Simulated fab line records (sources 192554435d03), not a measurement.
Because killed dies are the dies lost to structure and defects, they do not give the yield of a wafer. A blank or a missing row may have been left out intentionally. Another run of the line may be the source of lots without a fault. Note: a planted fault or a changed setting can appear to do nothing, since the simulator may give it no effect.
fab line records	flow n5_finfet
record: lots: 7	wafers: 21	last_day: 21
route steps=1938 shown BEOL_M12@1617 BEOL_M15@1830 PASSIVATION@1936
lots with no fault: from the same line, run without faults
start_h: start of the lot's first displayed wafer, in hours after the record's first day	wait_h: hours elapsed since this lot's preceding step	" identical to the entry in the row above	L1.1+2: several wafers, shown together as one row	- no value, or no start given	* or withheld: withheld	< > ~ a bound
route shown NAME@n: names a module that has steps shown in the file, with the first one's number in the route	usual: mean/standard deviation of fault-free wafers	same: alike in all rows	chamber/n: place in a boat	sites: each site's reading	_std_site: standard deviation across them	_edge_site: inner sites' mean taken away from outer sites' mean	radius_mm: how far each site lies from the wafer's centre	mask NAME#n: copy n	behind: the last tool/chamber to shape the wafer	hold: why the lot went on hold/how many hours it stayed there/how the hold came to an end	device: whichever transistor did not switch (one of n, p or np)	end of line: the tests these same wafers got at the end of their route	a step with no rows: only its recipe	killed: at the first sort, the dies lost to defects and structure; wafer yield is something else	map: dies across one wafer; x = killed, . = not, _ = none there
set.NAME: the setting that was run; set.NAME@STEP: the one run at that earlier step	model.NAME: the simulator's own value behind a step, which no gauge read
one table for each step of the route and one row for each wafer, over a sample of lots
services: a tool's chamber out of use, with start hour (start_h, from the record's first day; less than 0 if before it), hours out, and reason
== steps ==
step: N5_BEOL_M12_VIA_ETCH_16
recipe: chemistry: C4F8/O2/Ar	target: SiOC	pressure_mtorr: 30	source_w: 3000	bias_w: 700	Ar_flow_sccm: 400	C4F8_flow_sccm: 15	O2_flow_sccm: 8	he_inner_torr: 15	he_outer_torr: 30	target_depth_a: 7248	time_s: withheld	ion_energy_ev: 250	ends: cleared
usual: drypump_motor_current_A: 5.7/0.36	oes_product_au: 0.73/0.083	rf_vpp_V: 667/3.5	showerhead_plenum_p_Torr: 3.46/0.12	throttle_valve_pct: 24.21/0.18
lot.wafer	tool	chamber	start_h	wait_h	drypump_motor_current_A	oes_product_au	rf_vpp_V	showerhead_plenum_p_Torr	throttle_valve_pct
L483.1	rie_diel-05	1	253.22	0.0	5.4	0.81	672	3.63	24.03
L483.3	"	3	"	"	6.5	0.62	669	3.51	24.32
L483.5	"	1	"	"	5.4	0.81	671	3.63	24.00
L489.3	rie_diel-02	3	323.03	0.0	5.6	0.66	660	3.26	24.43
L489.4	"	2	"	"	5.7	0.68	671	3.54	24.31
L489.5	"	3	"	"	5.6	0.66	661	3.26	24.43
L496.2	rie_diel-02	0	413.01	0.0	5.6	0.87	672	3.64	23.87
L496.4	"	1	"	"	5.8	0.62	668	3.50	24.23
L496.6	"	0	"	"	5.6	0.87	671	3.64	23.86
L497.2	rie_diel-02	2	426.04	0.0	5.7	0.66	668	3.52	24.36
L497.5	"	0	"	"	5.6	0.86	673	3.64	23.89
L497.6	"	3	"	"	5.6	0.64	660	3.25	24.46
L504.4	rie_diel-02	2	439.46	0.1	5.7	0.65	669	3.52	24.37
L504.5	"	3	"	"	5.6	0.63	659	3.25	24.49
L504.6	"	0	"	"	5.6	0.84	671	3.63	23.90
L506.3	rie_diel-04	0	440.58	0.0	6.1	0.75	670	3.58	24.12
L506.4	"	1	"	"	5.6	0.72	663	3.29	24.44
L506.5	"	0	"	"	6.1	0.76	670	3.58	24.11
L505.3	rie_diel-02	3	472.35	0.0	5.6	0.63	661	3.24	24.48
L505.4	"	3	"	"	5.6	0.63	661	3.24	24.50
L505.6	"	2	"	"	5.7	0.64	668	3.51	24.40
step: N5_BEOL_M12_TRENCH_ETCH_34
recipe: chemistry: C4F8/O2/Ar	target: SiOC	target_depth_a: 3189.5	mask_material: SOC	pressure_mtorr: 30	source_w: 3000	bias_w: 700	Ar_flow_sccm: 400	C4F8_flow_sccm: 15	O2_flow_sccm: 8	he_inner_torr: 15	he_outer_torr: 30	time_s: 125.5	ion_energy_ev: 250
usual: drypump_motor_current_A: 5.7/0.4	oes_product_au: 0.81/0.085	rf_vpp_V: 667/3.3	showerhead_plenum_p_Torr: 3.46/0.12	throttle_valve_pct: 24.22/0.17
lot.wafer	tool	chamber	start_h	wait_h	drypump_motor_current_A	oes_product_au	rf_hours_counter_h	rf_vpp_V	showerhead_plenum_p_Torr	throttle_valve_pct
L483.1	rie_diel-05	2	254.54	0.0	5.8	0.68	249	667	3.50	24.61
L483.3	"	1	"	"	5.4	0.90	26	670	3.63	24.02
L483.5	"	2	"	"	5.8	0.68	-	669	3.50	24.60
L489.3	rie_diel-05	1	324.34	0.0	5.5	0.87	45	670	3.62	24.05
L489.4	"	2	"	"	5.8	0.93	10	667	3.49	24.26
L489.5	"	0	"	"	6.3	0.84	-	667	3.45	24.18
L496.2	rie_diel-05	1	414.45	0.0	5.4	0.82	69	671	3.60	24.07
L496.4	"	0	"	"	6.3	0.82	-	667	3.44	24.19
L496.6	"	1	"	"	5.4	0.83	-	670	3.60	24.08
L497.2	rie_diel-04	1	427.25	0.0	5.6	0.79	123	662	3.29	24.42
L497.5	"	3	"	"	5.1	0.88	-	667	3.45	24.10
L497.6	"	2	"	"	5.2	0.88	-	662	3.35	24.02
L504.4	rie_diel-05	1	440.95	0.0	5.4	0.82	78	671	3.60	24.08
L504.5	"	3	"	"	6.6	0.96	-	668	3.49	24.06
L504.6	"	2	"	"	5.8	0.86	-	668	3.47	24.30
L506.3	rie_diel-04	1	441.95	0.0	5.6	0.79	129	663	3.29	24.44
L506.4	"	2	"	"	5.2	0.87	42	662	3.34	24.02
L506.5	"	0	"	"	6.1	0.84	-	671	3.58	24.12
L505.3	rie_diel-04	3	473.61	0.0	5.1	0.86	78	666	3.44	24.12
L505.4	"	0	"	"	6.1	0.83	93	671	3.57	24.15
L505.6	"	1	"	"	5.6	0.78	-	661	3.28	24.46
step: N5_BEOL_M12_OCD_MEAS_35
usual: trench_depth_nm: 318/4.6
lot.wafer	tool	chamber	start_h	wait_h	trench_depth_nm
L483.1	ocd-01	-	254.69	0.0	319
L483.3	"	-	"	"	321
L483.5	"	-	"	"	319
L489.3	ocd-02	-	324.49	0.0	318
L489.4	"	-	"	"	317
L489.5	"	-	"	"	313
L496.2	ocd-01	-	414.60	0.0	318
L496.4	"	-	"	"	313
L496.6	"	-	"	"	273
L497.2	ocd-02	-	427.41	0.0	316
L497.5	"	-	"	"	325
L497.6	"	-	"	"	320
L504.4	ocd-02	-	441.11	0.0	317
L504.5	"	-	"	"	321
L504.6	"	-	"	"	275
L506.3	ocd-02	-	442.10	0.0	318
L506.4	"	-	"	"	323
L506.5	"	-	"	"	325
L505.3	ocd-01	-	473.77	0.0	324
L505.4	"	-	"	"	325
L505.6	"	-	"	"	317
step: N5_BEOL_M12_PRE_CLEAN_42
recipe: gas: H2/He	time_s: 30	temp_c: 250
usual: heater_power_w: 321/29	susceptor_temp_C: 249.99/0.17
lot.wafer	tool	chamber	start_h	wait_h	heater_power_w	susceptor_temp_C
L483.1	pvd_sputter-02	-	256.16	0.0	319	249.95
L483.3	"	-	"	"	298	249.94
L483.5	"	-	"	"	374	249.84
L489.3	pvd_sputter-02	-	326.81	0.0	308	249.91
L489.4	"	-	"	"	297	250.33
L489.5	"	-	"	"	314	250.03
L496.2	pvd_sputter-01	-	416.73	0.0	330	250.03
L496.4	"	-	"	"	280	250.05
L496.6	"	-	"	"	287	250.07
L497.2	pvd_sputter-03	-	428.89	0.0	325	249.98
L497.5	"	-	"	"	366	250.09
L497.6	"	-	"	"	321	249.84
L504.4	pvd_sputter-03	-	442.40	0.0	368	249.81
L504.5	"	-	"	"	355	250.27
L504.6	"	-	"	"	366	250.02
L506.3	pvd_sputter-02	-	442.77	0.0	370	250.28
L506.4	"	-	"	"	340	250.15
L506.5	"	-	"	"	369	249.94
L505.3	pvd_sputter-03	-	474.70	0.0	286	250.04
L505.4	"	-	"	"	370	250.13
L505.6	"	-	"	"	289	249.89
step: N5_BEOL_M12_SPUTTER_45
recipe: material: Cu	target_thk_a: 800	temp_c: -20	bias_v: 60	power_w: 26000	chamber_pressure_pa: 0.13	time_s: 13.33
usual: susceptor_temp_C: -19.99/0.1	throttle_valve_pct: 29.4/0.98
lot.wafer	tool	chamber	start_h	wait_h	susceptor_temp_C	throttle_valve_pct
L483.1	pvd_sputter-02	-	256.36	0.0	-20.04	28.7
L483.3	"	-	"	"	-19.99	28.5
L483.5	"	-	"	"	-19.70	31.1
L489.3	pvd_sputter-02	-	327.01	0.0	-19.90	28.8
L489.4	"	-	"	"	-20.06	28.7
L489.5	"	-	"	"	-19.81	28.8
L496.2	pvd_sputter-01	-	416.93	0.0	-19.87	29.7
L496.4	"	-	"	"	-20.04	30.2
L496.6	"	-	"	"	-19.95	30.1
L497.2	pvd_sputter-03	-	429.09	0.0	-19.98	29.4
L497.5	"	-	"	"	-20.19	28.5
L497.6	"	-	"	"	-20.03	29.5
L504.4	pvd_sputter-03	-	442.60	0.0	-20.03	28.7
L504.5	"	-	"	"	-20.19	29.2
L504.6	"	-	"	"	-20.06	28.8
L506.3	pvd_sputter-02	-	442.97	0.0	-19.98	31.4
L506.4	"	-	"	"	-19.89	30.1
L506.5	"	-	"	"	-20.25	31.0
L505.3	pvd_sputter-03	-	474.90	0.0	-20.12	28.2
L505.4	"	-	"	"	-19.97	28.5
L505.6	"	-	"	"	-20.11	28.3
step: N5_BEOL_M12_THK_MEAS_50
recipe: thk_meas_gauge: xrf	reads: Cu_of_BEOL_M12_ECD_47
usual: M12_THK: 314/4.6
lot.wafer	tool	chamber	start_h	wait_h	M12_THK[nm]
L483.1	film_metro-02	-	257.23	-	313
L483.3	"	-	"	"	313
L483.5	"	-	"	"	312
L489.3	film_metro-01	-	327.88	-	315
L489.4	"	-	"	"	311
L489.5	"	-	"	"	309
L496.2	film_metro-01	-	418.31	-	312
L496.4	"	-	"	"	308
L496.6	"	-	"	"	268
L497.2	film_metro-01	-	430.41	-	311
L497.5	"	-	"	"	318
L497.6	"	-	"	"	315
L504.4	film_metro-01	-	443.57	-	313
L504.5	"	-	"	"	316
L504.6	"	-	"	"	270
L506.3	film_metro-02	-	443.97	-	316
L506.4	"	-	"	"	321
L506.5	"	-	"	"	323
L505.3	film_metro-01	-	475.77	-	318
L505.4	"	-	"	"	318
L505.6	"	-	"	"	311
step: N5_BEOL_M12_RS_MEAS_54
recipe: thk_meas_gauge: four-point-probe	reads: Cu_of_BEOL_M12_ECD_47+Ta_of_BEOL_M12_SPUTTER_44+TaN_of_BEOL_M12_SPUTTER_43
usual: M12_RS: 0.0602/0.00091
lot.wafer	tool	chamber	start_h	wait_h	M12_RS[ohm/sq]
L483.1	film_metro-02	-	257.35	0.0	0.0601
L483.3	"	-	"	"	0.0598
L483.5	"	-	"	"	0.0600
L489.3	film_metro-02	-	328.00	0.0	0.0598
L489.4	"	-	"	"	0.0604
L489.5	"	-	"	"	0.0609
L496.2	film_metro-01	-	418.45	0.1	0.0604
L496.4	"	-	"	"	0.0614
L496.6	"	-	"	"	0.0711
L497.2	film_metro-01	-	430.53	0.0	0.0604
L497.5	"	-	"	"	0.0590
L497.6	"	-	"	"	0.0600
L504.4	film_metro-01	-	443.69	0.0	0.0602
L504.5	"	-	"	"	0.0595
L504.6	"	-	"	"	0.0702
L506.3	film_metro-01	-	444.09	0.0	0.0599
L506.4	"	-	"	"	0.0592
L506.5	"	-	"	"	0.0586
L505.3	film_metro-02	-	475.90	0.0	0.0587
L505.4	"	-	"	"	0.0589
L505.6	"	-	"	"	0.0604
step: N5_BEOL_M15_RC_MEAS_101
usual: COMB_M10: 1.6e-11/3.1e-12	COMB_M10_max_site: 2.2e-11/4.7e-12	COMB_M11: 1.51e-11/2.9e-12	COMB_M13: 5.6e-12/1e-12	COMB_M14: 4.4e-12/7.7e-13	COMB_M15: 3.2e-12/5.3e-13	COMB_M5: 3.8e-11/7e-12	COMB_M6: 2.7e-11/4.8e-12	COMB_M7: 2.6e-11/5.5e-12	COMB_M8: 2.6e-11/4.4e-12	COMB_M8_max_site: 3.8e-11/8e-12	COMB_M9: 1.55e-11/2.9e-12	SERP_M10: 3.08/0.069	SERP_M11: 3.08/0.068	SERP_M12: 0.636/0.014	SERP_M12_max_site: 0.649/0.014	SERP_M13: 0.306/0.0057	SERP_M13_max_site: 0.309/0.0061	SERP_M14: 0.161/0.0031	SERP_M5: 38.3/1	SERP_M6: 13.7/0.48	SERP_M7: 13.8/0.42	SERP_M8: 13.9/0.57	SERP_M9: 3.06/0.076
lot.wafer	tool	chamber	start_h	wait_h	COMB_M10[S/m]	COMB_M10_max_site[S/m]	COMB_M11[S/m]	COMB_M13[S/m]	COMB_M14[S/m]	COMB_M15[S/m]	COMB_M5[S/m]	COMB_M6[S/m]	COMB_M7[S/m]	COMB_M8[S/m]	COMB_M8_max_site[S/m]	COMB_M9[S/m]	SERP_M10[ohm/um]	SERP_M11[ohm/um]	SERP_M12[ohm/um]	SERP_M12_max_site[ohm/um]	SERP_M13[ohm/um]	SERP_M13_max_site[ohm/um]	SERP_M14[ohm/um]	SERP_M5[ohm/um]	SERP_M6[ohm/um]	SERP_M7[ohm/um]	SERP_M8[ohm/um]	SERP_M9[ohm/um]
L483.1	prober-01	0	279.43	0.0	1e-11	1.5e-11	1.54e-11	7.2e-12	4.3e-12	2.4e-12	3e-11	3.2e-11	3.2e-11	2.3e-11	3.7e-11	1.72e-11	3.17	3.01	0.636	0.651	0.306	0.307	0.168	37.0	13.8	13.4	13.7	3.01
L483.3	"	0	"	"	1e-11	1.2e-11	1.65e-11	6.6e-12	3.6e-12	2.6e-12	4.1e-11	3.2e-11	2.5e-11	2.3e-11	2.9e-11	1.22e-11	3.20	2.99	0.636	0.646	0.302	0.306	0.164	37.5	14.1	14.2	13.5	2.90
L483.5	"	0	"	"	1.4e-11	1.9e-11	1.71e-11	6.7e-12	3.7e-12	2.4e-12	3.5e-11	2.3e-11	2.7e-11	2.2e-11	3e-11	1.37e-11	3.17	3.06	0.641	0.655	0.310	0.314	0.160	37.2	13.9	13.3	13.7	2.86
L489.3	prober-02	0	344.30	0.3	1.2e-11	1.6e-11	1.15e-11	5e-12	5.2e-12	2.9e-12	4e-11	1.9e-11	2.1e-11	2.7e-11	3.2e-11	1.85e-11	3.13	3.07	0.628	0.654	0.307	0.312	0.152	36.8	14.4	14.5	14.1	3.13
L489.4	"	0	"	"	1.7e-11	2.2e-11	1.65e-11	5.4e-12	3.7e-12	3.8e-12	3.7e-11	1.8e-11	2.6e-11	2.9e-11	4.5e-11	1.97e-11	3.13	3.01	0.644	0.661	0.307	0.311	0.155	36.6	13.8	13.9	14.5	3.07
L489.5	"	0	"	"	1.1e-11	1.3e-11	1.78e-11	4.8e-12	3.7e-12	3e-12	4.7e-11	2e-11	3.4e-11	2.5e-11	4e-11	1.42e-11	3.18	3.03	0.638	0.661	0.305	0.307	0.160	39.6	14.1	14.1	14.2	3.08
L496.2	prober-01	0	442.51	0.2	1.9e-11	2.7e-11	1.66e-11	4.9e-12	4.5e-12	3.6e-12	4.4e-11	1.9e-11	2.1e-11	2.7e-11	3.3e-11	1.62e-11	3.18	2.99	0.635	0.646	0.300	0.304	0.157	38.0	13.7	13.4	14.1	3.02
L496.4	"	0	"	"	1.7e-11	2.9e-11	1.33e-11	3.8e-12	5.1e-12	3.1e-12	3.9e-11	2.3e-11	1.6e-11	2.9e-11	4.6e-11	1.3e-11	3.08	3.02	0.649	0.670	0.307	0.310	0.157	37.4	13.5	13.5	13.9	3.02
L496.6	"	0	"	"	1.4e-11	2.1e-11	2.09e-11	5.5e-12	5e-12	2.8e-12	3.1e-11	3.1e-11	1.8e-11	2.6e-11	4.3e-11	1.56e-11	3.07	3.01	0.755	0.772	0.307	0.310	0.162	36.5	13.0	13.3	13.8	3.11
L497.2	prober-01	0	451.24	0.2	1.7e-11	3e-11	1.53e-11	4.6e-12	5.2e-12	2.7e-12	4.2e-11	2e-11	2.7e-11	2.7e-11	3.4e-11	1.39e-11	3.08	3.11	0.645	0.657	0.300	0.303	0.161	39.7	14.4	13.1	14.6	3.10
L497.5	"	0	"	"	2.3e-11	3.1e-11	1.83e-11	6.6e-12	6.8e-12	2.9e-12	4.6e-11	2.5e-11	2.5e-11	2.9e-11	4.2e-11	9.8e-12	3.19	3.04	0.629	0.647	0.301	0.304	0.162	38.1	13.7	13.5	14.4	3.17
L497.6	"	0	"	"	1.7e-11	2e-11	2.08e-11	5.9e-12	5.1e-12	2.7e-12	4.2e-11	2.7e-11	2.2e-11	3.4e-11	5.1e-11	1.17e-11	3.13	3.07	0.621	0.636	0.306	0.310	0.160	39.4	14.3	12.7	14.1	3.07
L504.4	prober-01	0	463.28	0.5	1.5e-11	1.9e-11	1.33e-11	5e-12	5.9e-12	3.7e-12	3.1e-11	2.6e-11	2.5e-11	2.3e-11	3.4e-11	1.76e-11	3.24	3.16	0.650	0.669	0.306	0.308	0.158	38.4	13.8	13.9	13.3	3.11
L504.5	"	0	"	"	1.7e-11	2.2e-11	1.16e-11	5.7e-12	4.8e-12	3.8e-12	4.8e-11	2.8e-11	2.2e-11	3.1e-11	4.4e-11	1.93e-11	3.10	3.20	0.647	0.662	0.297	0.299	0.160	37.5	13.7	13.5	14.7	3.07
L504.6	"	0	"	"	1.8e-11	2.3e-11	1.22e-11	4.2e-12	4.4e-12	3.5e-12	3.2e-11	3.5e-11	2.5e-11	2.8e-11	4e-11	1.76e-11	3.20	3.05	0.749	0.772	0.299	0.303	0.164	37.2	15.3	13.4	13.1	3.11
L506.3	prober-01	0	468.84	1.0	1.4e-11	2e-11	1.52e-11	5.5e-12	3.9e-12	2.8e-12	2.4e-11	2.4e-11	2.9e-11	2.8e-11	4.7e-11	1.27e-11	3.15	3.00	0.638	0.645	0.310	0.312	0.161	37.4	12.7	13.8	14.3	3.03
L506.4	"	0	"	"	9e-12	1.2e-11	1.39e-11	5.6e-12	3.7e-12	2.9e-12	4.8e-11	2.1e-11	3.8e-11	2.9e-11	4.5e-11	1.7e-11	3.07	3.00	0.619	0.625	0.303	0.306	0.163	38.3	13.4	14.1	14.4	3.09
L506.5	"	0	"	"	1.2e-11	1.9e-11	1.42e-11	4.7e-12	3.1e-12	4.1e-12	2.9e-11	1.8e-11	2.9e-11	2.3e-11	2.7e-11	1.55e-11	3.21	3.01	0.620	0.627	0.313	0.317	0.164	40.0	13.3	14.1	14.2	3.06
L505.3	prober-02	0	497.93	0.7	1.5e-11	2e-11	1.51e-11	5.1e-12	4.8e-12	3.5e-12	4e-11	3.2e-11	2.3e-11	3e-11	4.5e-11	1.35e-11	3.01	3.08	0.608	0.622	0.307	0.311	0.165	38.7	13.5	14.2	14.3	3.12
L505.4	"	0	"	"	1.4e-11	2e-11	2.1e-11	7.4e-12	4.6e-12	3.2e-12	3e-11	2.5e-11	3.2e-11	2.9e-11	3.5e-11	1.53e-11	3.05	3.12	0.625	0.635	0.320	0.325	0.162	37.0	14.1	14.3	13.8	2.97
L505.6	"	0	"	"	1.7e-11	2.7e-11	1.46e-11	7.6e-12	6.6e-12	2.9e-12	3.4e-11	2.4e-11	2e-11	2.9e-11	6.3e-11	1.08e-11	3.06	3.14	0.638	0.657	0.313	0.318	0.161	39.5	14.0	13.9	13.9	3.21
sites SERP_M12 radius_mm=0,75,75,75,75,140,140,140,140
L483.1 0.635 0.642 0.636 0.628 0.629 0.651 0.642 0.632 0.640
L489.3 0.639 0.628 0.619 0.622 0.630 0.626 0.654 0.622 0.647
L496.2 0.641 0.635 0.622 0.638 0.642 0.635 0.632 0.630 0.646
L497.2 0.647 0.644 0.645 0.643 0.639 0.632 0.649 0.657 0.646
L504.4 0.641 0.647 0.650 0.645 0.655 0.657 0.647 0.669 0.654
L506.3 0.631 0.645 0.640 0.644 0.639 0.638 0.628 0.634 0.626
L505.3 0.618 0.603 0.608 0.619 0.622 0.617 0.606 0.608 0.607
step: N5_PASSIVATION_PROBE_49
usual: defect_limited_yield: 91.4/1.2	killed_at_M0_to_M3: 34/10	killed_at_M4_up: 14/5.1	killed_at_contacts: 12/6.4	killed_at_front_end: 38/9.3	killed_at_other: 4/3	killed_dies: 102/15	killed_open: 67/12	killed_short: 33/6.9	sort_bin_5_function: 5.0/0.86	sort_bin_6_memory: 3.2/0.58	sort_bin_8_speed: 0.00/0.0099	sort_n_pass: 1078/15	sort_yield_pct: 91.4/1.2
same: gross_dies: 1180	killed_at_back_side: 0	sort_bin_4_leakage[%]: 0
lot.wafer	tool	chamber	start_h	wait_h	defect_limited_yield[%]	killed_at_M0_to_M3	killed_at_M4_up	killed_at_contacts	killed_at_front_end	killed_at_other	killed_dies	killed_open	killed_short	sort_bin_5_function[%]	sort_bin_6_memory[%]	sort_bin_8_speed[%]	sort_n_pass	sort_yield_pct[%]
L483.1	prober-01	-	292.86	0.0	92.3	35	10	9	37	0	91	65	25	4.5	3.1	0	1089	92.3
L483.3	prober-01	-	292.96	0.1	90.0	57	15	8	38	0	118	83	34	5.9	3.7	0	1062	90.0
L483.5	prober-01	-	293.06	0.2	90.8	48	14	21	23	2	108	77	30	4.9	3.8	0	1072	90.8
L497.2	prober-02	-	468.68	0.3	91.4	22	8	18	48	6	102	64	36	4.9	3.3	0	1078	91.4
L497.5	prober-02	-	468.83	0.4	92.5	29	9	18	32	0	88	61	27	4.2	3.1	0	1092	92.5
L497.6	prober-02	-	468.88	0.5	91.0	34	10	10	51	1	106	60	46	5.8	2.5	0	1074	91.0
L504.4	prober-01	-	475.71	0.2	92.5	30	11	18	25	5	89	51	37	4.1	3.1	0	1091	92.5
L504.5	prober-01	-	475.76	0.2	91.4	27	16	16	41	1	101	62	38	5.2	3.1	0	1079	91.4
L504.6	prober-01	-	475.81	0.3	91.0	27	12	19	44	4	106	68	36	4.8	3.7	0	1074	91.0
L506.3	prober-02	-	484.24	0.1	88.0	58	15	13	52	4	142	106	35	8.0	3.8	0	1038	88.0
L506.4	prober-02	-	484.29	0.2	89.2	60	9	18	38	3	128	86	39	6.1	4.2	0	1052	89.2
L506.5	prober-02	-	484.34	0.2	91.8	37	9	15	35	1	97	73	24	5.8	1.9	0	1083	91.8
killed by level:class
L483.1 STI_FIN_REVEAL:geometric_particle:open=17 MOL_CONTACT_COAG:geometric_particle:open=8 BEOL_M4:geometric_particle:open=7 BEOL_M0_SAQP:geometric_particle:short=6 BEOL_M2:geometric_particle:open=6 BEOL_M1:geometric_particle:open=5 BEOL_M3:geometric_particle:open=4 ILD0:geometric_particle:short=4
L483.3 BEOL_M0_SAQP:geometric_particle:open=11 BEOL_M2:geometric_particle:open=11 STI_FIN_REVEAL:geometric_particle:open=10 FIN_SAQP:geometric_particle:open=9 BEOL_M3:geometric_particle:open=8 BEOL_M0_SAQP:geometric_particle:short=7 BEOL_M1:geometric_particle:open=7 MOL_CONTACT_COAG:geometric_particle:open=6
L483.5 MOL_CONTACT_COAG:geometric_particle:open=17 BEOL_M2:geometric_particle:open=10 BEOL_M3:geometric_particle:open=10 FIN_SAQP:geometric_particle:open=7 BEOL_M1:geometric_particle:open=5 BEOL_M3:geometric_particle:short=5 BEOL_M4:geometric_particle:open=5 BEOL_M0_SAQP:geometric_particle:open=4
L497.2 MOL_CONTACT_COAG:geometric_particle:open=12 STI_FIN_REVEAL:geometric_particle:open=10 FIN_SAQP:geometric_particle:open=9 DUMMY_GATE:geometric_particle:open=7 GATE_CUT:geometric_particle:short=7 MOL_CONTACT_COAG:geometric_particle:short=6 BEOL_M1:geometric_particle:open=4 BEOL_M2:geometric_particle:open=4
L497.5 MOL_CONTACT_COAG:geometric_particle:open=14 BEOL_M2:geometric_particle:open=9 FIN_SAQP:geometric_particle:short=8 BEOL_M0_SAQP:geometric_particle:short=7 BEOL_M4:geometric_particle:open=6 STARTING-WAFER:geometric_particle:open=5 FIN_SAQP:geometric_particle:open=4 GATE_CUT:geometric_particle:open=4
L497.6 GATE_CUT:geometric_particle:short=10 FIN_SAQP:geometric_particle:short=8 BEOL_M0_SAQP:geometric_particle:short=8 BEOL_M2:geometric_particle:open=8 MOL_CONTACT_COAG:geometric_particle:open=7 BEOL_M0_SAQP:geometric_particle:open=7 STARTING-WAFER:geometric_particle:short=6 FIN_SAQP:geometric_particle:open=5
L504.4 MOL_CONTACT_COAG:geometric_particle:open=13 BEOL_M0_SAQP:geometric_particle:short=8 BEOL_M4:geometric_particle:open=8 GATE_CUT:geometric_particle:short=7 BEOL_M1:geometric_particle:open=7 BEOL_M3:geometric_particle:open=7 FIN_SAQP:geometric_particle:short=5 MOL_CONTACT_COAG:geometric_particle:short=5
L504.5 MOL_CONTACT_COAG:geometric_particle:open=13 FIN_SAQP:geometric_particle:short=8 STI_FIN_REVEAL:geometric_particle:open=8 BEOL_M0_SAQP:geometric_particle:open=8 BEOL_M4:geometric_particle:open=8 GATE_CUT:geometric_particle:short=6 BEOL_M0_SAQP:geometric_particle:short=6 STARTING-WAFER:geometric_particle:open=5
L504.6 MOL_CONTACT_COAG:geometric_particle:open=16 FIN_SAQP:geometric_particle:open=10 GATE_CUT:geometric_particle:short=10 BEOL_M1:geometric_particle:open=6 FIN_SAQP:geometric_particle:short=5 STI_FIN_REVEAL:geometric_particle:open=5 BEOL_M2:geometric_particle:open=5 BEOL_M3:geometric_particle:open=5
L506.3 BEOL_M0_SAQP:geometric_particle:open=13 BEOL_M2:geometric_particle:open=12 FIN_SAQP:geometric_particle:open=11 MOL_CONTACT_COAG:geometric_particle:open=10 BEOL_M1:geometric_particle:open=10 BEOL_M3:geometric_particle:open=10 STI_FIN_REVEAL:geometric_particle:open=9 STI_FIN_REVEAL:geometric_particle:short=6
L506.4 MOL_CONTACT_COAG:geometric_particle:open=16 BEOL_M0_SAQP:geometric_particle:short=15 BEOL_M0_SAQP:geometric_particle:open=15 STI_FIN_REVEAL:geometric_particle:open=14 BEOL_M2:geometric_particle:open=10 FIN_SAQP:geometric_particle:open=6 BEOL_M3:geometric_particle:open=6 STARTING-WAFER:geometric_particle:open=6
L506.5 BEOL_M2:geometric_particle:open=14 MOL_CONTACT_COAG:geometric_particle:open=14 DUMMY_GATE:geometric_particle:open=9 BEOL_M1:geometric_particle:open=9 STI_FIN_REVEAL:geometric_particle:open=8 BEOL_M0_SAQP:geometric_particle:short=7 FIN_SAQP:geometric_particle:open=6 STARTING-WAFER:geometric_particle:short=5
== services ==
tool	chamber	start_h	hours	kind
rie_diel-02	-	238.40	0.2	repair
rie_diel-02	0	251.28	2.0	repair
rie_diel-05	2	261.55	-	clean
rie_diel-05	2	261.55	-	consumable_replace:focus_ring
pvd_sputter-03	-	273.75	1.9	repair
rie_diel-05	1	333.99	5.9	repair
rie_diel-02	3	335.79	4.6	repair
rie_diel-02	0	365.28	-	clean
rie_diel-02	0	365.28	-	consumable_replace:focus_ring
rie_diel-02	0	365.28	-	consumable_replace:showerhead
rie_diel-02	0	365.28	24.1	scheduled_down
rie_diel-02	0	365.28	24.1	vent_cycle
pvd_sputter-03	-	368.86	6.0	repair
rie_diel-04	3	382.33	7.4	repair
rie_diel-04	0	393.93	4.7	repair
rie_diel-05	3	401.01	-	clean
rie_diel-05	3	401.01	-	consumable_replace:focus_ring
rie_diel-05	3	401.01	23.6	scheduled_down
rie_diel-05	3	401.01	23.6	vent_cycle
rie_diel-04	0	401.55	15.5	repair
rie_diel-02	0	421.32	2.2	repair
pvd_sputter-01	-	437.04	27.5	repair
rie_diel-02	0	466.35	8.4	repair
rie_diel-05	3	471.18	44.2	repair
== key ==
first_sign: step: N5_BEOL_M12_OCD_MEAS_35	reading: trench_depth_nm	direction: down	sigmas: 9.6	usual: 318	struck: 274
effect: step: N5_BEOL_M12_THK_MEAS_50	reading: M12_THK	direction: down	sigmas: 9.7	usual: 314	struck: 269
effect: step: N5_BEOL_M12_RS_MEAS_54	reading: M12_RS	direction: up	sigmas: 12	usual: 0.0602	struck: 0.0707
effect: step: N5_BEOL_M15_RC_MEAS_101	reading: SERP_M12	direction: up	sigmas: 8.3	usual: 0.636	struck: 0.752
met_at N5_BEOL_M12_TRENCH_ETCH_34
struck_lots L496,L504
struck_wafers L496.6,L504.6
not_acting_at N5_BEOL_M12_VIA_ETCH_16,N5_BEOL_M12_PRE_CLEAN_42,N5_BEOL_M12_SPUTTER_45
onset_between 324.34 414.45
fault: kind: process_parameter_drift	tool: rie_diel-05	chamber: -	onset_h: 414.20	steps: N5_BEOL_M12_TRENCH_ETCH_34	channel: time_s	offset: *	shape: step	end_h: 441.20	scope: struck_wafers_only	acts_in: *	stated: *
